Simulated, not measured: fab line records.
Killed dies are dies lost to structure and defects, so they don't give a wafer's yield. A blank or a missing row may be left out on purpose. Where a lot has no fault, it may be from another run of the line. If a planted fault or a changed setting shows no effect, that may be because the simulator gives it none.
A struck lot beside a sound one ; flow n5_finfet ; 37 out of 1938 route steps
Sound: these wafers, L617.1, L617.2, L617.5. Struck: wafer L625.2. (L625.4 of the same lot was not struck and is left out.) The cause comes at the end.
Per side, at each step with rows, come the tool, then ch with its chambers, and then its first start. Under that, the readings that differ: sound wafers ; struck wafers ; difference of the means ; sigmas: that difference in standard deviations of wafers without a fault.
alike: readings with means less than 2 such deviations apart, plus words and numbers identical on both sides. not compared: withheld readings, readings lacking a value on some wafer, bounds such as >300 that could conceal the same value, and numbers that have no deviation in the record and whose values overlap.
A row with sigmas, a row that says differs or no value, or rows on one side alone: a step with any of these is where the two part. Non-overlapping numbers with no deviation appear without sigmas and do not part them. Lack of a reading on every wafer of one side parts them only where that side has two or more wafers.

first, 12 steps without rows for these wafers: N5_SD_EPI_P_ETCH_36 (etches SiARC in CF4, target depth 45.5 nm, time 75.8 s); N5_SD_EPI_P_ETCH_37 (etches SOC in N2/H2, overetch 108 nm, time 486 s); N5_SD_EPI_P_STRIP_38 (strips in N2/H2); N5_SD_EPI_P_ETCHBACK_46 (etches SiNx in CH3F/O2, stops on SiO2, target depth 17.5 nm); N5_SD_EPI_P_ETCH_47 (etches SiOCN in CH3F/O2, target depth 25 nm); N5_SD_EPI_P_ETCH_16 (etches SiO2 in CHF3/O2, target depth 5 nm); N5_SD_EPI_P_STRIP_50 (strips in CHF3/O2); N5_SD_EPI_P_SD_RECESS_17 (chemistry HBr/Cl2/O2, target depth 39.1 nm, bt time 3 s); N5_SD_EPI_P_WET_ETCH_45 (etches SiO2 in dHF, time 10.7 s, target depth 2 nm, rinse time 30 s); N5_SD_EPI_P_STRIP_40 (strips in N2/H2); N5_SD_EPI_P_PRECLEAN_52 (cleans in O3/DIW, time 60 s); N5_SD_EPI_P_SRD_20 (time 30 s).
N5_SD_EPI_P_PRECLEAN_51: cleans in NF3:NH3, afs cycles 1, time 20 s, sublimation time 60 s.
  sound on epi_rpcvd-02 ch 0, day 3 17:44; struck on epi_rpcvd-02 ch 0, day 5 18:33
  alike: chamber_pressure_Torr
then, 1 step without rows for these wafers: N5_SD_EPI_P_VAPOR_ETCH_44 (etches SiGe30 in NF3/Ar, time 3.3 s).
N5_SD_EPI_P_EPI_21: deposits SiGe:B, time 355 s.
  sound on epi_rpcvd-02 ch 0, day 3 18:05; struck on epi_rpcvd-02 ch 0, day 5 19:14
reading;sound;struck;difference;sigmas
chamber_pressure_Torr (Torr);20.04 20.06 20.04;19.96;-0.09;-2
model.SiGe-B_of_SD_EPI_P_EPI_21.thk_nm (nm);61 61 61.2;50.8;-10.3;
  alike: lamp_inner_pct
N5_SD_EPI_P_EPI_MEAS_23:
  sound on film_metro-01 at day 3 20:17; struck on film_metro-02 at day 5 21:05
reading;sound;struck;difference;sigmas
thk_nm (nm);60.8 62.2 61.0;52.2;-9.1;-8
then, 8 steps without rows for these wafers: N5_SD_EPI_P_HM_STRIP_48 (strips SiNx in H3PO4, material SiNx, target depth 3 nm); N5_SD_EPI_P_SRD_49 (time 30 s); N5_SD_EPI_P_PRECLEAN_24 (cleans in O3/DIW, time 45 s); N5_SD_EPI_P_PRECLEAN_32 (cleans in dHF, time 10 s); N5_SD_EPI_P_PRECLEAN_33 (cleans in SC2, time 45 s); N5_SD_EPI_P_SRD_25 (time 30 s); N5_SD_ACTIVATION_RTA_00 (time 0 s); N5_SD_ACTIVATION_LSA_01 (time 0.0008 s).
N5_SD_ACTIVATION_RS_MEAS_03: a four-point-probe measurement.
  sound on film_metro-01 at day 3 20:54; struck on film_metro-01 at day 5 21:43
reading;sound;struck;difference;sigmas
RS_SD_P (ohm/sq);56.2 56.1 56.6;68.4;+12.1;+15
  alike: RS_SD_N
then, 10 steps without rows for these wafers: N5_ILD0_LINER_00 (material SiNx, target thk 4 nm, pulse time 1 s, purge time 2 s); N5_ILD0_FCVD_FILL_01 (material SiO2 flowable, target thk 200 nm, time 328.3 s); N5_ILD0_CURE_02 (time 1800 s); N5_ILD0_CMP_03 (polishes, stops on SiNx, t overpolish 1.9 s, target thk 197.38 nm); N5_ILD0_CMP_07 (polishes SiO2 flowable, stops on poly-Si, t overpolish 1.18 s, target thk 138.88 nm); N5_ILD0_PRECLEAN_10 (cleans in NF3:NH3, afs cycles 5, time 20 s, sublimation time 60 s); N5_ILD0_ALD_15 (deposits SiNx, target thk 24 nm, pulse time 1 s, ald cycles 480); N5_ILD0_CMP_12 (polishes SiNx, stops on poly-Si, t overpolish 6 s, target thk 17.67 nm); N5_SDB_HM_DEP_00 (deposits SiNx from SiH4/NH3/N2, target thk 40 nm, time 35.3 s); N5_SDB_COAT_03 (time 60 s, resist thk 100 nm).
N5_MOL_CONTACT_COAG_ETCH_110: etches Si in CF4/O2, target depth 2.5 nm, time 8 s.
  sound on rie_diel-02 ch 0,2,3, day 5 04:26; struck on rie_diel-05 ch 0, day 7 08:49
reading;sound;struck;difference;sigmas
model.SiGe-B_of_SD_EPI_P_EPI_21.thk_nm (nm);58.2 58 58.4;48.4;-9.8;
  alike: drypump_motor_current_A, mfc_ar_sccm, oes_product_au, rf_vpp_V, showerhead_plenum_p_Torr, throttle_valve_pct
  not compared: rf_hours_counter_h
-- a jump in the record: the struck wafers' starts before and after are 4 days apart (it breaks off in module MOL_CONTACT_COAG and resumes in module BEOL_M4, where the first step shown is number 1111 of the route) --
N5_BEOL_M4_RC_MEAS_101:
  sound on prober-01 ch 0, day 8 15:10; struck on prober-02 ch 0, day 10 21:56
reading;sound;struck;difference;sigmas
IOFF_P (nA/um);0.181 0.206 0.169;0.115;-0.070;-2
IOFF_P_85C (nA/um);3.2 3.5 3.1;2.2;-1.1;-3
IOFF_P_LIN (nA/um);0.087 0.095 0.085;0.057;-0.032;-3
IOFF_P_LONG (nA/um);9.3e-05 9.4e-05 9.2e-05;0.000126;+0.000033;+4
ION_P (uA/um);453 459 455;412;-44;-7
REXT_P (ohm.um);99.4 98.9 99.0;142.0;+42.9;+23
RS_SD_P (ohm/sq);66.5 65.9 65.9;79.5;+13.4;+13
VT_P (mV);-253 -252 -255;-265;-12;-4
VT_P_LVT (mV);-102.2 -99.8 -102.0;-114.9;-13.6;-6
  alike: DIBL_N, DIBL_P, IOFF_N, ION_N, SS_N, SS_P, VT_N

## WHERE THEY PART
First at N5_SD_EPI_P_EPI_21; last, within this record, at N5_BEOL_M4_RC_MEAS_101.

WHY: whatever the simulator had introduced
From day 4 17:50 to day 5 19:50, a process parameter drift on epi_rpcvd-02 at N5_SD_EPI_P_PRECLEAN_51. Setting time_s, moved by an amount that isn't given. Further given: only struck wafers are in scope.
